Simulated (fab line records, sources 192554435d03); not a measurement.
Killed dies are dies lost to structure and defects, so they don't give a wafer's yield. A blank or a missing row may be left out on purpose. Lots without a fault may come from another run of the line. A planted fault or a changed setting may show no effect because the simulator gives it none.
Tool commonality check | flow n5_finfet | 9 lots, 27 wafers sampled

WHY IT WAS OPENED
At N5_BEOL_M11_OCD_MEAS_38 the reading trench_depth_nm is flagged on 2 of 9 lots. Wafers without a fault read 148 nm, standard deviation 3.8.
Rule: a lot is flagged when every wafer of it that has a number lies more than 4 standard deviations from that mean, or none has a number. The other lots count as sound.

lot  | measured     | on     | trench_depth_nm (nm), wafer by wafer | flag
L505 | day 12 03:47 | ocd-02 | 147 148 140                          |
L509 | day 13 03:38 | ocd-01 | 150 152 151                          |
L510 | day 13 16:28 | ocd-01 | 149 152 151                          |
L507 | day 13 16:38 | ocd-02 | 146 142 149                          |
L519 | day 16 16:29 | ocd-01 | 0 0 0                                | FLAGGED
L521 | day 17 05:48 | ocd-01 | 0 1 0                                | FLAGGED
L524 | day 17 15:59 | ocd-01 | 144 151 155                          |
L523 | day 17 18:48 | ocd-01 | 154 151 154                          |
L522 | day 17 22:54 | ocd-02 | 151 144 145                          |
The numbers of the flagged lots are 0 nm on average: -148 nm against the usual, or -39 standard deviations.

WHICH TOOL RAN EACH LOT
The record holds 2 process steps before the reading, out of a route of 1938 steps. In each cell: the tool, then ch and the chambers that the sampled wafers went through, then the start.
lot  | flag    | N5_BEOL_M11_DESCUM_33              | N5_BEOL_M11_TRENCH_ETCH_37
L505 |         | rie_diel-05 ch 0,1,3, day 12 03:18 | rie_diel-05 ch 0,1,3, day 12 03:37
L509 |         | rie_diel-06 ch 0,2,3, day 13 03:09 | rie_diel-06 ch 0,2,3, day 13 03:28
L510 |         | rie_diel-06 ch 0,2,3, day 13 15:58 | rie_diel-06 ch 0,2,3, day 13 16:17
L507 |         | rie_diel-02 ch 0,1,3, day 13 16:08 | rie_diel-02 ch 0,1,3, day 13 16:27
L519 | FLAGGED | rie_diel-06 ch 0,1,3, day 16 15:59 | rie_diel-06 ch 0,1,3, day 16 16:18
L521 | FLAGGED | rie_diel-06 ch 1,2,3, day 17 05:19 | rie_diel-06 ch 1,2,3, day 17 05:37
L524 |         | rie_diel-06 ch 1,2,3, day 17 15:30 | rie_diel-06 ch 1,2,3, day 17 15:49
L523 |         | rie_diel-05 ch 2,3, day 17 18:19   | rie_diel-05 ch 2,3, day 17 18:37
L522 |         | rie_diel-06 ch 1,3, day 17 22:24   | rie_diel-06 ch 1,3, day 17 22:43
What these steps do:
- N5_BEOL_M11_DESCUM_33: chemistry O2, time 7.9 s.
- N5_BEOL_M11_TRENCH_ETCH_37: etches SiCOH lowk in C4F6/O2, target depth 148.83 nm, time 48 s.
- N5_BEOL_M11_OCD_MEAS_38

FLAGGED OVER TOTAL, TOOL BY TOOL (the gauges that took the reading come last)
step                       | tool        | lots run | flagged | share of the flagged lots | sound lots run after its first flagged lot
N5_BEOL_M11_DESCUM_33      | rie_diel-02 | 1        | 0       | none                      | -
N5_BEOL_M11_DESCUM_33      | rie_diel-05 | 2        | 0       | none                      | -
N5_BEOL_M11_DESCUM_33      | rie_diel-06 | 6        | 2       | all                       | 2 (L524,L522)
N5_BEOL_M11_TRENCH_ETCH_37 | rie_diel-02 | 1        | 0       | none                      | -
N5_BEOL_M11_TRENCH_ETCH_37 | rie_diel-05 | 2        | 0       | none                      | -
N5_BEOL_M11_TRENCH_ETCH_37 | rie_diel-06 | 6        | 2       | all                       | 2 (L524,L522)
N5_BEOL_M11_OCD_MEAS_38    | ocd-01      | 6        | 2       | all                       | 2 (L524,L523)
N5_BEOL_M11_OCD_MEAS_38    | ocd-02      | 3        | 0       | none                      | -

WHAT THE TABLE ALLOWS
3 rows of the table ran every flagged lot: rie_diel-06 at N5_BEOL_M11_DESCUM_33, rie_diel-06 at N5_BEOL_M11_TRENCH_ETCH_37, ocd-01 at N5_BEOL_M11_OCD_MEAS_38.
- rie_diel-06 at N5_BEOL_M11_DESCUM_33: 2 of its 6 lots flagged. Sound lots ran on it after the first flagged one (L524, L522), which a lasting fault on the whole tool wouldn't allow.
- rie_diel-06 at N5_BEOL_M11_TRENCH_ETCH_37: 2 of its 6 lots flagged. Sound lots ran on it after the first flagged one (L524, L522), which a lasting fault on the whole tool wouldn't allow. On the flagged lots its readings are blank where sound lots have values: C4F6_flow_sccm, O2_flow_sccm, drypump_motor_current_A, oes_o_777_au and 4 more.
- ocd-01 at N5_BEOL_M11_OCD_MEAS_38: 2 of its 6 lots flagged. Sound lots ran on it after the first flagged one (L524, L523), which a lasting fault on the whole tool wouldn't allow.
No row of the table ran every flagged lot and no sound lot after the first.

WHAT THE SIMULATOR HAD PUT IN
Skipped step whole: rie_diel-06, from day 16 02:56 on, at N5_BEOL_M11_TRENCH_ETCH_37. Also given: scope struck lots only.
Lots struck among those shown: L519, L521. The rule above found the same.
